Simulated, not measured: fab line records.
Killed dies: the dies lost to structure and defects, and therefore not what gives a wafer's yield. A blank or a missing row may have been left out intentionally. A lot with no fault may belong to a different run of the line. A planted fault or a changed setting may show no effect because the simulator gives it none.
fab line records + flow nand_harc
record:
- lots: 6
- wafers: 17
- last_day: 33
route steps=1302 shown A_M1@1181 END@1302
lots with no fault: from the same line, run without faults
start_h: hours from the record's first day to the start of the lot's first wafer shown + wait_h: how many hours have passed since the lot's step before this one + " repeats the value in the row above + L1.1+2: one row covering several wafers at once + - no value, or no start given + * or withheld: withheld + < > ~ a bound
route shown NAME@n: a module of which the file shows steps, and the number in the route of the first + usual: mean/standard deviation of fault-free wafers + same: alike in all rows + chamber/n: place in a boat + sites: readings site by site + _std_site: how widely they spread, as a standard deviation + _edge_site: inner sites' mean taken away from outer sites' mean + radius_mm: for every site, how far away it sits from the centre of the wafer + mask NAME#n: copy n + behind: the tool/chamber that last shaped the wafer + hold: reason for holding the lot/hours on hold/outcome of the hold + device: which transistor (n, p or np) failed to switch + end of line: the route-end tests of the same wafers + step lacking rows: just its recipe + killed: not the wafer's yield, but the dies lost to structure and defects at the first sort + map: a wafer's dies, x killed, . not, _ none there
set.NAME: setting as actually run; set.NAME@STEP: the setting as run at that earlier step + model.NAME: the simulator's own value behind a step, which no gauge read
lots seen at some steps along the route; tables by step, rows by wafer
services: the hour from which a tool's chamber was out of use, counted from the record's first day as start_h (under 0 if before that day), plus the number of hours and why
== steps ==
step: NHARC_A_M1_INSPECT_11
usual:
- raw_defect_count: 91/33
| lot.wafer | tool              | chamber | start_h | wait_h | raw_defect_count |
|-----------|-------------------|---------|---------|--------|------------------|
| L314.1    | defect_inspect-02 | -       | 534.58  | 0.0    | 116              |
| L314.4    | "                 | -       | "       | "      | 118              |
| L314.5    | "                 | -       | "       | "      | 138              |
| L316.1    | defect_inspect-02 | -       | 553.80  | 0.0    | 74               |
| L316.2    | "                 | -       | "       | "      | 74               |
| L316.4    | "                 | -       | "       | "      | 76               |
| L324.1    | defect_inspect-02 | -       | 638.47  | 0.0    | 110              |
| L324.6    | "                 | -       | "       | "      | 125              |
| L325.3    | defect_inspect-02 | -       | 643.15  | 0.0    | 75               |
| L325.4    | "                 | -       | "       | "      | 93               |
| L325.5    | "                 | -       | "       | "      | 80               |
| L335.4    | defect_inspect-02 | -       | 736.97  | 0.0    | 82               |
| L335.5    | "                 | -       | "       | "      | 69               |
| L335.6    | "                 | -       | "       | "      | 71               |
| L337.4    | defect_inspect-01 | -       | 759.30  | 0.0    | 64               |
| L337.5    | "                 | -       | "       | "      | 70               |
| L337.6    | "                 | -       | "       | "      | 81               |
step: NHARC_A_M1_DESCUM_14
recipe:
- time_s: 3
- o2_flow_sccm: 200
- ar_flow_sccm: 0
- bias_power_w: 0
- chemistry: O2
step: NHARC_A_M1_ETCH_35
recipe:
- target_depth_a: 400
- overetch_a: 120
- time_s: 43.94
- ion_energy_ev: 200
- n2_flow_sccm: 150
- h2_flow_sccm: 150
- ar_flow_sccm: 0
- rf_w: 400
- bias_w: 150
- chemistry: N2/H2
usual:
- drypump_motor_current_A: 5.3/0.49
- h2_flow_sccm: 150.0/0.42
- oes_product_au: 0.999/0.0086
- rf_vpp_V: 430.6/2.1
- showerhead_plenum_p_Torr: 2.04/0.074
- throttle_valve_pct: 14.172/0.009
same:
- time_s: 43.94
| lot.wafer | tool        | chamber | start_h | wait_h | drypump_motor_current_A | h2_flow_sccm | oes_product_au | rf_hours_counter_h | rf_vpp_V | showerhead_plenum_p_Torr | throttle_valve_pct |
|-----------|-------------|---------|---------|--------|-------------------------|--------------|----------------|--------------------|----------|--------------------------|--------------------|
| L314.1    | rie_diel-13 | 2       | 534.72  | 0.1    | 6.5                     | 150.2        | 0.999          | 0.1                | 431.8    | 2.08                     | 14.176             |
| L314.4    | "           | 0       | "       | "      | 5.0                     | 150.1        | 1.002          | 0.2                | 430.8    | 2.05                     | 14.157             |
| L314.5    | "           | 2       | "       | "      | 6.5                     | 149.7        | 0.995          | -                  | 431.6    | 2.08                     | 14.176             |
| L316.2    | rie_diel-07 | 2       | 553.94  | 0.1    | 6.1                     | 149.8        | 1.006          | 2.2                | 432.6    | 2.10                     | 14.195             |
| L316.1    | "           | 3       | "       | "      | 5.1                     | 150.2        | 0.984          | 2.5                | 433.2    | 2.12                     | 14.163             |
| L316.4    | "           | 1       | "       | "      | 4.9                     | 150.2        | 0.987          | 2.0                | 426.5    | 1.90                     | 14.161             |
| L324.1    | rie_diel-06 | 3       | 638.63  | 0.1    | 4.8                     | 149.5        | 1.000          | 8.6                | 428.1    | 1.98                     | 14.185             |
| L324.6    | "           | 1       | "       | "      | 4.8                     | 150.6        | 0.992          | -                  | 430.8    | 2.09                     | 14.147             |
| L325.4    | rie_diel-13 | 2       | 643.31  | 0.1    | 6.5                     | 149.7        | 1.005          | 5.8                | 432.3    | 2.08                     | 14.171             |
| L325.3    | "           | 3       | "       | "      | 5.6                     | 150.0        | 1.010          | 5.5                | 431.3    | 2.05                     | 14.184             |
| L325.5    | "           | 0       | "       | "      | 5.0                     | 149.6        | 0.995          | -                  | 431.2    | 2.04                     | 14.170             |
| L335.4    | rie_diel-06 | 1       | 737.13  | 0.1    | 4.8                     | 149.7        | 0.996          | 3.3                | 432.6    | 2.09                     | 14.173             |
| L335.6    | "           | 2       | "       | "      | 5.3                     | 150.1        | 1.015          | -                  | 436.0    | 2.16                     | 14.175             |
| L335.5    | "           | 3       | "       | "      | 4.8                     | 149.9        | 0.998          | -                  | 428.2    | 1.98                     | 14.166             |
| L337.4    | rie_diel-06 | 1       | 759.45  | 0.1    | 4.8                     | 149.7        | 0.989          | 3.8                | 430.6    | 2.09                     | 14.165             |
| L337.6    | "           | 3       | "       | "      | 4.7                     | 149.4        | 1.004          | -                  | 429.7    | 1.98                     | 14.166             |
| L337.5    | "           | 0       | "       | "      | 5.4                     | 150.0        | 0.998          | -                  | 428.4    | 1.96                     | 14.172             |
step: NHARC_A_M1_ETCH_15
recipe:
- target_depth_a: 1825
- time_s: 91.2
- c4f8_flow_sccm: withheld
- ar_flow_sccm: 400
- rf_w: 600
- bias_w: 300
- chemistry: C4F8/Ar
step: NHARC_A_M1_CD_MEAS_16
usual:
- cd_nm: 120.3/0.82
| lot.wafer | tool      | chamber | start_h | wait_h | cd_nm |
|-----------|-----------|---------|---------|--------|-------|
| L314.1    | cd_sem-03 | -       | 534.94  | -      | 119.9 |
| L314.4    | "         | -       | "       | "      | 120.5 |
| L314.5    | "         | -       | "       | "      | 121.1 |
| L316.1    | cd_sem-02 | -       | 554.16  | -      | 120.4 |
| L316.2    | "         | -       | "       | "      | 120.4 |
| L316.4    | "         | -       | "       | "      | 120.3 |
| L324.1    | cd_sem-01 | -       | 638.83  | -      | 120.9 |
| L324.6    | "         | -       | "       | "      | 121.0 |
| L325.3    | cd_sem-02 | -       | 643.52  | -      | 119.1 |
| L325.4    | "         | -       | "       | "      | 120.1 |
| L325.5    | "         | -       | "       | "      | 119.2 |
| L335.4    | cd_sem-01 | -       | 737.34  | -      | 121.5 |
| L335.5    | "         | -       | "       | "      | 118.4 |
| L335.6    | "         | -       | "       | "      | 121.1 |
| L337.4    | cd_sem-02 | -       | 759.67  | -      | 120.3 |
| L337.5    | "         | -       | "       | "      | 119.6 |
| L337.6    | "         | -       | "       | "      | 119.2 |
step: NHARC_A_M1_STRIP_18
recipe:
- power_w: 1000
- n2_flow_sccm: 150
- h2_flow_sccm: 150
- ar_flow_sccm: 0
- bias_w: 0
- chemistry: N2/H2
step: NHARC_A_M1_ETCH_28
recipe:
- target_depth_a: 300
- over_etch_frac: 0.3
- time_s: 72.99
- ion_energy_ev: 150
- cf4_flow_sccm: 50
- n2_flow_sccm: 100
- ar_flow_sccm: 150
- rf_w: 300
- bias_w: 100
- chemistry: CF4/N2
step: NHARC_A_M1_STRIP_19
recipe:
- time_s: 600
- temp_c: 30
- chemistry: post_etch_residue_remover
step: NHARC_A_M1_DEGAS_29
recipe:
- temp_c: 250
- time_s: 60
usual:
- heater_power_w: 334/24
same:
- time_s: 60
| lot.wafer | tool           | chamber | start_h | wait_h | heater_power_w |
|-----------|----------------|---------|---------|--------|----------------|
| L314.4    | pvd_sputter-02 | -       | 535.65  | -      | 340            |
| L314.1    | "              | -       | "       | "      | 346            |
| L314.5    | "              | -       | "       | "      | 335            |
| L316.2    | pvd_sputter-02 | -       | 554.88  | -      | 337            |
| L316.1    | "              | -       | "       | "      | 344            |
| L316.4    | "              | -       | "       | "      | 344            |
| L324.1    | pvd_sputter-03 | -       | 639.55  | -      | 318            |
| L324.6    | "              | -       | "       | "      | 281            |
| L325.4    | pvd_sputter-03 | -       | 644.25  | -      | 321            |
| L325.3    | "              | -       | "       | "      | 319            |
| L325.5    | "              | -       | "       | "      | 313            |
| L335.4    | pvd_sputter-01 | -       | 738.06  | -      | 341            |
| L335.6    | "              | -       | "       | "      | 352            |
| L335.5    | "              | -       | "       | "      | 332            |
| L337.4    | pvd_sputter-02 | -       | 760.37  | -      | 356            |
| L337.6    | "              | -       | "       | "      | 366            |
| L337.5    | "              | -       | "       | "      | 337            |
step: NHARC_A_M1_PRE_CLEAN_30
recipe:
- time_s: 30
- temp_c: 280
- gas: H2/He
step: NHARC_A_M1_PVD_20
recipe:
- target_thk_a: 50
- bias_v: 168.6
- power_w: 15000
- chamber_pressure_pa: 0.12
- time_s: 8.06
- substrate_temp_c: 50
- material: TaN
usual:
- cathode_dc_power_W: 15000/2.8
- throttle_valve_pct: 29.7/0.78
same:
- time_s: 8.06
| lot.wafer | tool           | chamber | start_h | wait_h | cathode_dc_power_W | throttle_valve_pct |
|-----------|----------------|---------|---------|--------|--------------------|--------------------|
| L314.1    | pvd_sputter-02 | -       | -       | -      | 15001              | 29.7               |
| L314.4    | "              | -       | "       | "      | 15002              | 29.7               |
| L314.5    | "              | -       | "       | "      | 14997              | 29.6               |
| L316.1    | pvd_sputter-02 | -       | -       | -      | 15000              | 29.7               |
| L316.4    | "              | -       | "       | "      | 15003              | 29.5               |
| L316.2    | "              | -       | "       | "      | 15004              | 29.5               |
| L324.1    | pvd_sputter-03 | -       | -       | -      | 14996              | 28.6               |
| L324.6    | "              | -       | "       | "      | 14997              | 30.0               |
| L325.3    | pvd_sputter-03 | -       | -       | -      | 14995              | 30.5               |
| L325.4    | "              | -       | "       | "      | 15002              | 28.0               |
| L325.5    | "              | -       | "       | "      | 15002              | 29.7               |
| L335.4    | pvd_sputter-01 | -       | -       | -      | 14996              | 30.0               |
| L335.5    | "              | -       | "       | "      | 15000              | 30.1               |
| L335.6    | "              | -       | "       | "      | 14997              | 30.8               |
| L337.4    | pvd_sputter-02 | -       | -       | -      | 14998              | 29.8               |
| L337.6    | "              | -       | "       | "      | 15004              | 30.2               |
| L337.5    | "              | -       | "       | "      | 15002              | 29.5               |
step: NHARC_A_M1_PVD_21
recipe:
- target_thk_a: 300
- chamber_pressure_pa: 5
- power_w: 5000
- substrate_temp_c: 30
- time_s: 20.49
- material: Cu
usual:
- cathode_dc_power_W: 5000.0/0.84
- throttle_valve_pct: 29.6/0.79
same:
- time_s: 20.49
| lot.wafer | tool           | chamber | start_h | wait_h | cathode_dc_power_W | throttle_valve_pct |
|-----------|----------------|---------|---------|--------|--------------------|--------------------|
| L314.4    | pvd_sputter-02 | -       | -       | -      | 4999.8             | 29.5               |
| L314.1    | "              | -       | "       | "      | 5001.2             | 29.5               |
| L314.5    | "              | -       | "       | "      | 5000.4             | 29.4               |
| L316.2    | pvd_sputter-02 | -       | -       | -      | 4999.0             | 29.8               |
| L316.4    | "              | -       | "       | "      | 5001.1             | 29.5               |
| L316.1    | "              | -       | "       | "      | 5000.0             | 29.8               |
| L324.1    | pvd_sputter-03 | -       | -       | -      | 5000.6             | 28.5               |
| L324.6    | "              | -       | "       | "      | 5000.3             | 28.5               |
| L325.3    | pvd_sputter-03 | -       | -       | -      | 5000.1             | 30.1               |
| L325.4    | "              | -       | "       | "      | 5000.3             | 30.5               |
| L325.5    | "              | -       | "       | "      | 5001.2             | 30.5               |
| L335.4    | pvd_sputter-01 | -       | -       | -      | 5002.0             | 30.1               |
| L335.6    | "              | -       | "       | "      | 5000.7             | 30.1               |
| L335.5    | "              | -       | "       | "      | 5001.7             | 30.2               |
| L337.4    | pvd_sputter-02 | -       | -       | -      | 5000.5             | 30.3               |
| L337.5    | "              | -       | "       | "      | 4999.3             | 29.8               |
| L337.6    | "              | -       | "       | "      | 5000.9             | 30.2               |
step: NHARC_A_M1_ECD_22
recipe:
- target_thk_a: 4000
- bath_temp_c: 25
- material: Cu
| lot.wafer  | tool      | chamber | start_h | wait_h |
|------------|-----------|---------|---------|--------|
| L314.1+4+5 | ecd_cu-02 | 1,1,0   | 536.06  | -      |
| L316.2+1+4 | ecd_cu-01 | 1,0,0   | 555.24  | -      |
| L324.1+6   | ecd_cu-02 | 1       | 639.97  | -      |
| L325.4+3+5 | ecd_cu-02 | 0,1,1   | 644.70  | -      |
| L335.4+5+6 | ecd_cu-01 | 1,1,0   | 738.52  | -      |
| L337.4+6+5 | ecd_cu-01 | 1,0,1   | 760.93  | -      |
step: NHARC_A_M1_ANNEAL_31
recipe:
- temp_c: 225
- time_s: 90
usual:
- wafer_temp_C_max: 226.06/0.29
same:
- time_s: 90
| lot.wafer | tool          | chamber | start_h | wait_h | wafer_temp_C_max |
|-----------|---------------|---------|---------|--------|------------------|
| L314.1    | rtp_anneal-01 | 0       | 536.38  | -      | 226.31           |
| L314.4    | "             | 0       | "       | "      | 226.72           |
| L314.5    | "             | 0       | "       | "      | 226.34           |
| L316.1    | rtp_anneal-02 | 0       | 555.61  | 0.3    | 225.79           |
| L316.2    | "             | 0       | "       | "      | 225.87           |
| L316.4    | "             | 0       | "       | "      | 225.90           |
| L324.1    | rtp_anneal-02 | 0       | 640.29  | 0.3    | 226.02           |
| L324.6    | "             | 0       | "       | "      | 226.25           |
| L325.3    | rtp_anneal-01 | 0       | 645.08  | -      | 226.29           |
| L325.4    | "             | 0       | "       | "      | 226.07           |
| L325.5    | "             | 0       | "       | "      | 226.38           |
| L335.4    | rtp_anneal-02 | 0       | 738.95  | -      | 226.10           |
| L335.5    | "             | 0       | "       | "      | 226.05           |
| L335.6    | "             | 0       | "       | "      | 225.90           |
| L337.4    | rtp_anneal-02 | 0       | 761.32  | -      | 225.70           |
| L337.5    | "             | 0       | "       | "      | 225.98           |
| L337.6    | "             | 0       | "       | "      | 226.03           |
step: NHARC_A_M1_CMP_23
recipe:
- t_overpolish_s: 20
- target_thk_nm: 154.34
usual:
- motor_current_A: 12.3/1
- slurry_filter_dp_kPa: 13.51/0.15
- time_to_endpoint_s: 28/3.1
| lot.wafer | tool   | chamber | start_h | wait_h | motor_current_A | slurry_filter_dp_kPa | time_to_endpoint_s |
|-----------|--------|---------|---------|--------|-----------------|----------------------|--------------------|
| L314.4    | cmp-04 | 2       | 536.72  | -      | 11.9            | 13.53                | 25                 |
| L314.1    | "      | 3       | "       | "      | 12.1            | 13.47                | 23                 |
| L314.5    | "      | 2       | "       | "      | 12.0            | 13.49                | 23                 |
| L316.2    | cmp-01 | 0       | 555.97  | -      | 12.9            | 13.73                | 27                 |
| L316.4    | "      | 2       | "       | "      | 13.2            | 13.52                | 23                 |
| L316.1    | "      | 3       | "       | "      | 11.4            | 13.63                | 25                 |
| L324.1    | cmp-01 | 2       | 640.67  | -      | 13.8            | 13.38                | 9                  |
| L324.6    | "      | 2       | "       | "      | 14.0            | 13.63                | 6                  |
| L325.4    | cmp-02 | 0       | 645.32  | -      | 10.3            | 13.36                | 30                 |
| L325.3    | "      | 3       | "       | "      | 11.2            | 13.26                | 12                 |
| L325.5    | "      | 1       | "       | "      | 12.3            | 13.60                | 13                 |
| L335.4    | cmp-04 | 0       | 739.14  | -      | 11.5            | 13.46                | 31                 |
| L335.6    | "      | 0       | "       | "      | 12.1            | 13.25                | 30                 |
| L335.5    | "      | 1       | "       | "      | 12.9            | 13.64                | 25                 |
| L337.4    | cmp-04 | 1       | 761.67  | -      | 13.0            | 13.22                | 23                 |
| L337.5    | "      | 2       | "       | "      | 11.2            | 13.44                | 27                 |
| L337.6    | "      | 3       | "       | "      | 12.7            | 13.71                | 27                 |
step: NHARC_A_M1_THK_MEAS_24
recipe:
- thk_meas_gauge: xrf
usual:
- thk_nm: 154.0/1.8
| lot.wafer | tool          | chamber | start_h | wait_h | hold                     | thk_nm |
|-----------|---------------|---------|---------|--------|--------------------------|--------|
| L314.1    | film_metro-02 | -       | 537.04  | -      | -                        | 152.7  |
| L314.4    | "             | -       | "       | "      | -                        | 153.0  |
| L314.5    | "             | -       | "       | "      | -                        | 153.4  |
| L316.1    | film_metro-02 | -       | 556.28  | -      | -                        | 154.3  |
| L316.2    | "             | -       | "       | "      | -                        | 156.3  |
| L316.4    | "             | -       | "       | "      | -                        | 153.9  |
| L324.1    | film_metro-02 | -       | 640.95  | -      | await_dispo/0.2h/release | 151.9  |
| L324.6    | "             | -       | "       | "      | await_dispo/0.2h/release | 147.4  |
| L324.1    | film_metro-02 | -       | 641.13  | 0.2    | -                        | 149.3  |
| L324.6    | "             | -       | "       | "      | -                        | 149.6  |
| L325.3    | film_metro-01 | -       | 645.63  | -      | -                        | 154.0  |
| L325.4    | "             | -       | "       | "      | -                        | 154.4  |
| L325.5    | "             | -       | "       | "      | -                        | 154.2  |
| L335.4    | film_metro-01 | -       | 739.46  | -      | -                        | 159.1  |
| L335.5    | "             | -       | "       | "      | -                        | 152.4  |
| L335.6    | "             | -       | "       | "      | -                        | 155.5  |
| L337.4    | film_metro-02 | -       | 761.90  | -      | -                        | 149.9  |
| L337.5    | "             | -       | "       | "      | -                        | 154.6  |
| L337.6    | "             | -       | "       | "      | -                        | 154.4  |
step: NHARC_END_SORT_01
recipe:
- temp_c: 25
usual:
- defect_limited_yield: 89.8/2.9
- killed_at_array: 65/19
- killed_at_other: 0.9/1.1
- killed_at_periphery: 3.5/2.3
- killed_dies: 69/19
- killed_open: 3.2/1.8
- killed_short: 2.4/1.5
same:
- gross_dies: 677
| lot.wafer | tool      | chamber | start_h | wait_h | defect_limited_yield[%] | killed_at_array | killed_at_other | killed_at_periphery | killed_dies | killed_open | killed_short |
|-----------|-----------|---------|---------|--------|-------------------------|-----------------|-----------------|---------------------|-------------|-------------|--------------|
| L324.1    | prober-02 | 0       | 687.31  | 2.5    | 88.5                    | 74              | 0               | 4                   | 78          | 3           | 1            |
| L324.6    | prober-02 | 0       | 691.28  | 4.0    | 86.1                    | 88              | 3               | 3                   | 94          | 5           | 1            |
killed by level:class
L324.1 A_SLIT:chamber_film_flake=31 A_CHANNEL_HOLE_D1:chamber_film_flake=29 A_STAIRCASE:chamber_film_flake=5 A_WL_FILL:chamber_film_flake=3 P_STI:chamber_film_flake=2 A_SGD_CUT:chamber_film_flake=2 P_M0:geometric_particle:open=1 P_M1:geometric_particle:open=1
L324.6 A_SLIT:chamber_film_flake=41 A_CHANNEL_HOLE_D1:chamber_film_flake=34 A_ONON_D1:geometric_particle:open=2 A_STAIRCASE:chamber_film_flake=2 A_CONTACT:chamber_film_flake=2 THIN_TSV:chamber_film_flake=2 A_SOURCE_PLATE:geometric_particle:short=1 A_CHANNEL_FILL_D2:geometric_particle:open=1
== services ==
| tool           | chamber | start_h | hours | kind   |
|----------------|---------|---------|-------|--------|
| ecd_cu-01      | -       | 512.00  | 8.0   | pm     |
| pvd_sputter-03 | -       | 526.33  | 10.0  | pm     |
| ecd_cu-01      | -       | 532.78  | 1.5   | repair |
| rie_diel-06    | 0       | 545.62  | 11.0  | repair |
| ecd_cu-01      | -       | 555.87  | 2.0   | repair |
| ecd_cu-01      | -       | 580.51  | 4.2   | repair |
| pvd_sputter-01 | -       | 582.69  | 10.0  | pm     |
| pvd_sputter-02 | -       | 589.95  | 0.8   | repair |
| ecd_cu-02      | -       | 596.14  | 8.0   | pm     |
| cmp-04         | -       | 601.03  | 4.0   | pm     |
| cmp-04         | -       | 611.71  | 1.5   | repair |
| rie_diel-06    | 3       | 616.15  | 5.7   | repair |
| cmp-04         | -       | 626.50  | 0.6   | repair |
| pvd_sputter-02 | -       | 638.45  | 10.0  | pm     |
| rie_diel-06    | -       | 661.22  | 9.0   | pm     |
| rie_diel-06    | 1       | 683.96  | 4.5   | repair |
| cmp-04         | -       | 685.11  | 22.5  | repair |
| ecd_cu-01      | -       | 688.00  | 8.0   | pm     |
| rie_diel-06    | 2       | 691.56  | 18.9  | repair |
| pvd_sputter-03 | -       | 704.33  | 10.0  | pm     |
| pvd_sputter-03 | -       | 716.58  | 1.0   | repair |
| rtp_anneal-02  | -       | 744.00  | 12.0  | pm     |
| pvd_sputter-01 | -       | 756.42  | 1.1   | repair |
| pvd_sputter-01 | -       | 760.69  | 10.0  | pm     |
== key ==
first_sign:
- step: NHARC_A_M1_CMP_23
- reading: time_to_endpoint_s
- direction: down
- sigmas: 5.6
- usual: *
- struck: *
effect:
- step: NHARC_A_M1_THK_MEAS_24
- reading: visit
- direction: added
met_at NHARC_A_M1_ECD_22
struck_wafers L324.1,L324.6,L325.3,L325.5
onset_between 536.06 639.97
fault:
- kind: process_parameter_drift
- tool: ecd_cu-02
- chamber: 1
- onset_h: 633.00
- steps: NHARC_A_M1_ECD_22
- channel: target_thk_a
- offset: *
- shape: step
- end_h: 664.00
- acts_in: *
- stated: *
